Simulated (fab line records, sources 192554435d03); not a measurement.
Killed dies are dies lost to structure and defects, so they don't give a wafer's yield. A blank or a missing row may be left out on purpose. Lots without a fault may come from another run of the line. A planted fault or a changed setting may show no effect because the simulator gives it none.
Split-lot experiment | flow n5_finfet | 7 lots, 21 wafers read, on a route of 1938 steps

THE SPLIT
At N5_BEOL_M11_COAT_05 (resist thk 90 nm), the setting spin_rpm was moved away from the recipe's 1500 rpm on 7 of the 21 wafers read, by -10.7% to +4.3%. The other wafers ran this setting at the recipe's value.

FROM THE SPLIT TO THE READING: what the file shows between them, 6 steps
- N5_BEOL_M11_EBR_07
- N5_BEOL_M11_SOFTBAKE_06: time 60 s
- N5_BEOL_M11_EXPOSE_08: exposes mask M11
- N5_BEOL_M11_PEB_09: peb time 60 s
- N5_BEOL_M11_DEVELOP_10: develop time 30 s
- N5_BEOL_M11_DESCUM_16: chemistry O2, time 7.9 s

THE READING
CAR-ArF_of_BEOL_M11_COAT_05.thk_nm (the simulator's own value, which no gauge read), in nm, at N5_BEOL_M11_ETCH_61 (etches SiARC in CF4, target depth 39 nm, time 65 s). The file gives no usual value for it. The 14 wafers here that ran the recipe average 55.3 nm, standard deviation 0.26 nm.

wafer  | tool, chamber at the split | spin_rpm as run, rpm | against the recipe | CAR-ArF_of_BEOL_M11_COAT_05.thk_nm, nm | against lot-mates on the recipe
L076.2 | litho_track-01, 0          | 1500                 | recipe             | 55.6                                   | -
L076.4 | litho_track-01, 0          | 1357                 | -9.5%              | 60.2                                   | +4.6
L076.5 | litho_track-01, 0          | 1357                 | -9.5%              | 60                                     | +4.4
L082.1 | litho_track-01, 0          | 1500                 | recipe             | 55.4                                   | -
L082.2 | litho_track-01, 0          | 1339                 | -10.7%             | 60.8                                   | +5.5
L082.3 | litho_track-01, 0          | 1500                 | recipe             | 55.2                                   | -
L088.4 | litho_track-03, 0          | 1500                 | recipe             | 54.8                                   | -
L088.5 | litho_track-03, 0          | 1500                 | recipe             | 55.2                                   | -
L088.6 | litho_track-03, 0          | 1500                 | recipe             | 55.2                                   | -
L086.2 | litho_track-03, 0          | 1500                 | recipe             | 55.2                                   | -
L086.5 | litho_track-03, 0          | 1383                 | -7.8%              | 59                                     | +3.7
L086.6 | litho_track-03, 0          | 1500                 | recipe             | 55.4                                   | -
L087.2 | litho_track-01, 0          | 1500                 | recipe             | 55.2                                   | -
L087.3 | litho_track-01, 0          | 1500                 | recipe             | 55.4                                   | -
L087.6 | litho_track-01, 0          | 1500                 | recipe             | 55                                     | -
L089.1 | litho_track-01, 0          | 1500                 | recipe             | 55.6                                   | -
L089.5 | litho_track-01, 0          | 1565                 | +4.3%              | 54                                     | -1.6
L089.6 | litho_track-01, 0          | 1565                 | +4.3%              | 54                                     | -1.6
L091.3 | litho_track-03, 0          | 1500                 | recipe             | 55.8                                   | -
L091.4 | litho_track-03, 0          | 1357                 | -9.5%              | 60.2                                   | +4.5
L091.5 | litho_track-03, 0          | 1500                 | recipe             | 55.6                                   | -

THE FIT
A straight line over all 21 wafers: CAR-ArF_of_BEOL_M11_COAT_05.thk_nm changes by -0.476 nm for each +1% of spin_rpm; r = -0.99; the points scatter about the line by 0.33 nm.
The same after taking each lot's own level away (the mean of its wafers on the recipe; 21 wafers): -0.468 nm for each +1%; r = -1.00; scatter 0.2 nm.
On that fit, the largest move of spin_rpm shifts the reading by 5 nm.
The lots' own levels span 55.07 to 55.70 nm, that is 2.5 times the standard deviation above.
So the lot-to-lot level changes the slope little: the two slopes agree.
Check: with one of the wafers moved furthest among these (-10.7%) left out of the fit, the line predicts +4.97 nm for it against its lot-mates. It came out at +5.5 nm against them.

THE WHOLE CHAIN: every reading that the file lists as answering this split, in the file's order
step                   | what it does                                       | reading                                                                             | change (the file's fit)               | r (the file's)
N5_BEOL_M11_COAT_05    | resist thk 90 nm                                   | CAR-ArF_of_BEOL_M11_COAT_05.thk_nm (the simulator's own value, which no gauge read) | -0.464 nm for each +1% of the setting | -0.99
N5_BEOL_M11_DEVELOP_10 | develop time 30 s                                  | CAR-ArF_of_BEOL_M11_COAT_05.thk_nm (the simulator's own value, which no gauge read) | -0.466 nm for each +1% of the setting | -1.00
N5_BEOL_M11_ETCH_61    | etches SiARC in CF4, target depth 39 nm, time 65 s | CAR-ArF_of_BEOL_M11_COAT_05.thk_nm (the simulator's own value, which no gauge read) | -0.48 nm for each +1% of the setting  | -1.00

THE FILE'S OWN FIT
CAR-ArF_of_BEOL_M11_COAT_05.thk_nm changes by -0.48 nm for each +1% of spin_rpm, r = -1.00.
